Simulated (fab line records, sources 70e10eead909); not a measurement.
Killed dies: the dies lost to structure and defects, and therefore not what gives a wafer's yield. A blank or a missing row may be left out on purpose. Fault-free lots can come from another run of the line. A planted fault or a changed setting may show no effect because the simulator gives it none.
Which of the tools did it? || flow nand_harc || 11 lots, 33 wafers sampled, at 4 steps of a route of 1302

## WHAT THE GAUGES SHOWED, per wafer
NHARC_P_GATE_CD_MEAS_26 targets a cd of 120 nm. Usual: 120.0 nm for cd_nm, sd 0.78.
{"lot": "L179", "measured": "day 4 23:43", "on": "cd_sem-01", "cd_nm (nm)": "118.9 119.5 119.4", "flag": ""}
{"lot": "L182", "measured": "day 6 06:35", "on": "cd_sem-03", "cd_nm (nm)": "120.3 119.3 119.9", "flag": ""}
{"lot": "L185", "measured": "day 7 20:13", "on": "cd_sem-03", "cd_nm (nm)": "120.0 120.1 120.2", "flag": ""}
{"lot": "L186", "measured": "day 7 20:46", "on": "cd_sem-02", "cd_nm (nm)": "121.3 120.9 120.7", "flag": ""}
{"lot": "L187", "measured": "day 8 15:47", "on": "cd_sem-01", "cd_nm (nm)": "119.4 118.6 118.1", "flag": ""}
{"lot": "L188", "measured": "day 8 23:21", "on": "cd_sem-03", "cd_nm (nm)": "119.8 119.8 119.0", "flag": ""}
{"lot": "L192", "measured": "day 10 08:22", "on": "cd_sem-01", "cd_nm (nm)": "116.7 117.3 117.4", "flag": "OFF"}
{"lot": "L194", "measured": "day 11 10:18", "on": "cd_sem-03", "cd_nm (nm)": "120.4 120.7 120.2", "flag": ""}
{"lot": "L200", "measured": "day 13 14:49", "on": "cd_sem-01", "cd_nm (nm)": "119.7 120.3 119.9", "flag": ""}
{"lot": "L201", "measured": "day 14 08:08", "on": "cd_sem-02", "cd_nm (nm)": "120.8 121.1 121.5", "flag": ""}
{"lot": "L202", "measured": "day 14 10:44", "on": "cd_sem-02", "cd_nm (nm)": "120.7 120.6 121.1", "flag": ""}

## TOOL THAT RAN EACH LOT (tool first, then ch and the chambers of the sampled wafers, then the start)
{"lot": "L179", "NHARC_P_ZERO_WELL_RTA_42": "rtp_anneal-02 ch 0, day 2 02:46", "NHARC_P_STI_ETCH_15": "rie_si-01 ch 0,1,2, day 2 22:27", "NHARC_P_GATE_EXPOSE_23": "arfi_scanner-02 ch 0, day 4 23:35"}
{"lot": "L182", "NHARC_P_ZERO_WELL_RTA_42": "rtp_anneal-01 ch 0, day 3 09:26", "NHARC_P_STI_ETCH_15": "rie_si-01 ch 0,1,2, day 4 01:26", "NHARC_P_GATE_EXPOSE_23": "arfi_scanner-02 ch 0, day 6 06:28"}
{"lot": "L185", "NHARC_P_ZERO_WELL_RTA_42": "rtp_anneal-01 ch 0, day 4 17:51", "NHARC_P_STI_ETCH_15": "rie_si-01 ch 1,2, day 5 10:25", "NHARC_P_GATE_EXPOSE_23": "arfi_scanner-01 ch 0, day 7 20:05"}
{"lot": "L186", "NHARC_P_ZERO_WELL_RTA_42": "rtp_anneal-01 ch 0, day 5 01:10", "NHARC_P_STI_ETCH_15": "rie_si-03 ch 1,2,3, day 5 19:02", "NHARC_P_GATE_EXPOSE_23": "arfi_scanner-02 ch 0, day 7 20:38"}
{"lot": "L187", "NHARC_P_ZERO_WELL_RTA_42": "rtp_anneal-01 ch 0, day 5 10:47", "NHARC_P_STI_ETCH_15": "rie_si-03 ch 0,2, day 6 06:37", "NHARC_P_GATE_EXPOSE_23": "arfi_scanner-03 ch 0, day 8 15:39"}
{"lot": "L188", "NHARC_P_ZERO_WELL_RTA_42": "rtp_anneal-01 ch 0, day 5 21:00", "NHARC_P_STI_ETCH_15": "rie_si-03 ch 0,2,3, day 6 14:25", "NHARC_P_GATE_EXPOSE_23": "arfi_scanner-02 ch 0, day 8 23:13"}
{"lot": "L192", "NHARC_P_ZERO_WELL_RTA_42": "rtp_anneal-01 ch 0, day 7 13:00", "NHARC_P_STI_ETCH_15": "rie_si-06 ch 0,2,3, day 8 06:00", "NHARC_P_GATE_EXPOSE_23": "arfi_scanner-02 ch 0, day 10 08:14"}
{"lot": "L194", "NHARC_P_ZERO_WELL_RTA_42": "rtp_anneal-02 ch 0, day 8 09:00", "NHARC_P_STI_ETCH_15": "rie_si-03 ch 0,1, day 9 01:04", "NHARC_P_GATE_EXPOSE_23": "arfi_scanner-02 ch 0, day 11 10:09"}
{"lot": "L200", "NHARC_P_ZERO_WELL_RTA_42": "rtp_anneal-01 ch 0, day 10 21:01", "NHARC_P_STI_ETCH_15": "rie_si-03 ch 0,3, day 11 13:02", "NHARC_P_GATE_EXPOSE_23": "arfi_scanner-01 ch 0, day 13 14:40"}
{"lot": "L201", "NHARC_P_ZERO_WELL_RTA_42": "rtp_anneal-02 ch 0, day 11 07:12", "NHARC_P_STI_ETCH_15": "rie_si-06 ch 0,1, day 12 00:44", "NHARC_P_GATE_EXPOSE_23": "arfi_scanner-02 ch 0, day 14 07:59"}
{"lot": "L202", "NHARC_P_ZERO_WELL_RTA_42": "rtp_anneal-01 ch 0, day 11 17:05", "NHARC_P_STI_ETCH_15": "rie_si-03 ch 1,2, day 12 09:36", "NHARC_P_GATE_EXPOSE_23": "arfi_scanner-01 ch 0, day 14 10:36"}
- NHARC_P_ZERO_WELL_RTA_42: time 300 s.
- NHARC_P_STI_ETCH_15: etches the open film in HBr/Cl2, target depth 300 nm, time 100.1 s.
- NHARC_P_GATE_EXPOSE_23: exposes mask P GATE, target cd 120 nm.

## WHAT THE TOOLS THEMSELVES READ (means of the sampled wafers that have a number; where no wafer has one, the mark that the record gives instead)
NHARC_P_ZERO_WELL_RTA_42. Usual: lamp_power_pct 40.4 %, standard deviation 2.8; lamp_zone_2_pct 40.4 %, standard deviation 2.8; wafer_temp_C_max 1105.1, standard deviation 2.5.
{"lot": "L179", "tool": "rtp_anneal-02", "lamp_power_pct (%)": 43.7, "lamp_zone_2_pct (%)": 43.6, "wafer_temp_C_max": 1107.9, "flag": ""}
{"lot": "L182", "tool": "rtp_anneal-01", "lamp_power_pct (%)": 38.0, "lamp_zone_2_pct (%)": 38.0, "wafer_temp_C_max": 1103.1, "flag": ""}
{"lot": "L185", "tool": "rtp_anneal-01", "lamp_power_pct (%)": 38.0, "lamp_zone_2_pct (%)": 38.0, "wafer_temp_C_max": 1102.4, "flag": ""}
{"lot": "L186", "tool": "rtp_anneal-01", "lamp_power_pct (%)": 38.0, "lamp_zone_2_pct (%)": 38.0, "wafer_temp_C_max": 1102.3, "flag": ""}
{"lot": "L187", "tool": "rtp_anneal-01", "lamp_power_pct (%)": 38.0, "lamp_zone_2_pct (%)": 38.0, "wafer_temp_C_max": 1103.0, "flag": ""}
{"lot": "L188", "tool": "rtp_anneal-01", "lamp_power_pct (%)": 38.0, "lamp_zone_2_pct (%)": 38.0, "wafer_temp_C_max": 1103.6, "flag": ""}
{"lot": "L192", "tool": "rtp_anneal-01", "lamp_power_pct (%)": 38.0, "lamp_zone_2_pct (%)": 38.0, "wafer_temp_C_max": 1103.2, "flag": ""}
{"lot": "L194", "tool": "rtp_anneal-02", "lamp_power_pct (%)": 43.7, "lamp_zone_2_pct (%)": 43.7, "wafer_temp_C_max": 1108.1, "flag": ""}
{"lot": "L200", "tool": "rtp_anneal-01", "lamp_power_pct (%)": 37.9, "lamp_zone_2_pct (%)": 37.9, "wafer_temp_C_max": 1103.1, "flag": ""}
{"lot": "L201", "tool": "rtp_anneal-02", "lamp_power_pct (%)": 43.6, "lamp_zone_2_pct (%)": 43.7, "wafer_temp_C_max": 1107.6, "flag": ""}
{"lot": "L202", "tool": "rtp_anneal-01", "lamp_power_pct (%)": 38.0, "lamp_zone_2_pct (%)": 38.0, "wafer_temp_C_max": 1104.1, "flag": ""}

NHARC_P_STI_ETCH_15. Usual: drypump_motor_current_A 5.6 A, standard deviation 0.5; oes_product_au 1.003 a.u., standard deviation 0.0094; throttle_valve_pct 26.406 %, standard deviation 0.0082.
{"lot": "L179", "tool": "rie_si-01", "drypump_motor_current_A (A)": 5.7, "oes_product_au (a.u.)": 1.004, "throttle_valve_pct (%)": 26.408, "flag": ""}
{"lot": "L182", "tool": "rie_si-01", "drypump_motor_current_A (A)": 5.7, "oes_product_au (a.u.)": 1.006, "throttle_valve_pct (%)": 26.409, "flag": ""}
{"lot": "L185", "tool": "rie_si-01", "drypump_motor_current_A (A)": 5.2, "oes_product_au (a.u.)": 1.001, "throttle_valve_pct (%)": 26.415, "flag": ""}
{"lot": "L186", "tool": "rie_si-03", "drypump_motor_current_A (A)": 5.4, "oes_product_au (a.u.)": 1.000, "throttle_valve_pct (%)": 26.404, "flag": ""}
{"lot": "L187", "tool": "rie_si-03", "drypump_motor_current_A (A)": 5.8, "oes_product_au (a.u.)": 1.001, "throttle_valve_pct (%)": 26.411, "flag": ""}
{"lot": "L188", "tool": "rie_si-03", "drypump_motor_current_A (A)": 5.8, "oes_product_au (a.u.)": 1.005, "throttle_valve_pct (%)": 26.401, "flag": ""}
{"lot": "L192", "tool": "rie_si-06", "drypump_motor_current_A (A)": 5.6, "oes_product_au (a.u.)": 1.010, "throttle_valve_pct (%)": 26.407, "flag": ""}
{"lot": "L194", "tool": "rie_si-03", "drypump_motor_current_A (A)": 6.0, "oes_product_au (a.u.)": 1.000, "throttle_valve_pct (%)": 26.398, "flag": ""}
{"lot": "L200", "tool": "rie_si-03", "drypump_motor_current_A (A)": 5.9, "oes_product_au (a.u.)": 0.987, "throttle_valve_pct (%)": 26.402, "flag": ""}
{"lot": "L201", "tool": "rie_si-06", "drypump_motor_current_A (A)": 5.2, "oes_product_au (a.u.)": 1.003, "throttle_valve_pct (%)": 26.418, "flag": ""}
{"lot": "L202", "tool": "rie_si-03", "drypump_motor_current_A (A)": 5.3, "oes_product_au (a.u.)": 1.008, "throttle_valve_pct (%)": 26.408, "flag": ""}

NHARC_P_GATE_EXPOSE_23. Usual: 22.99 C for reticle_temp_C, sd 0.11.
{"lot": "L179", "tool": "arfi_scanner-02", "reticle_temp_C (C)": 22.97, "flag": ""}
{"lot": "L182", "tool": "arfi_scanner-02", "reticle_temp_C (C)": 22.91, "flag": ""}
{"lot": "L185", "tool": "arfi_scanner-01", "reticle_temp_C (C)": 23.07, "flag": ""}
{"lot": "L186", "tool": "arfi_scanner-02", "reticle_temp_C (C)": 22.98, "flag": ""}
{"lot": "L187", "tool": "arfi_scanner-03", "reticle_temp_C (C)": 22.99, "flag": ""}
{"lot": "L188", "tool": "arfi_scanner-02", "reticle_temp_C (C)": 23.07, "flag": ""}
{"lot": "L192", "tool": "arfi_scanner-02", "reticle_temp_C (C)": 22.95, "flag": ""}
{"lot": "L194", "tool": "arfi_scanner-02", "reticle_temp_C (C)": 22.99, "flag": ""}
{"lot": "L200", "tool": "arfi_scanner-01", "reticle_temp_C (C)": 22.90, "flag": ""}
{"lot": "L201", "tool": "arfi_scanner-02", "reticle_temp_C (C)": 22.95, "flag": ""}
{"lot": "L202", "tool": "arfi_scanner-01", "reticle_temp_C (C)": 22.90, "flag": ""}

## THE ANSWER, worked out from the rows above alone
Rule: a lot counts as off when the mean over its wafers that have a number is more than 3 standard deviations away from the usual mean. Also off: a lot with no number at a reading for which 4 or more lots have one. Where the step has rows for the other lots, those lots are counted as sound. Order of review: gauges by route order, followed by the tools' own readings, for which a lot's mean as printed above is used. The first step at which some lot is off is used, and at that step the reading that is off furthest; a lot without a number counts as furthest.
Off, at NHARC_P_GATE_CD_MEAS_26 on cd_nm: L192.
If a tool, at a process step before that reading, ran all the lots that are off and no sound lot after the first of them, it fits. The gauges at NHARC_P_GATE_CD_MEAS_26 are tried like those tools. No candidate that was tried fits.

## WHAT WAS PUT IN BY THE SIMULATOR
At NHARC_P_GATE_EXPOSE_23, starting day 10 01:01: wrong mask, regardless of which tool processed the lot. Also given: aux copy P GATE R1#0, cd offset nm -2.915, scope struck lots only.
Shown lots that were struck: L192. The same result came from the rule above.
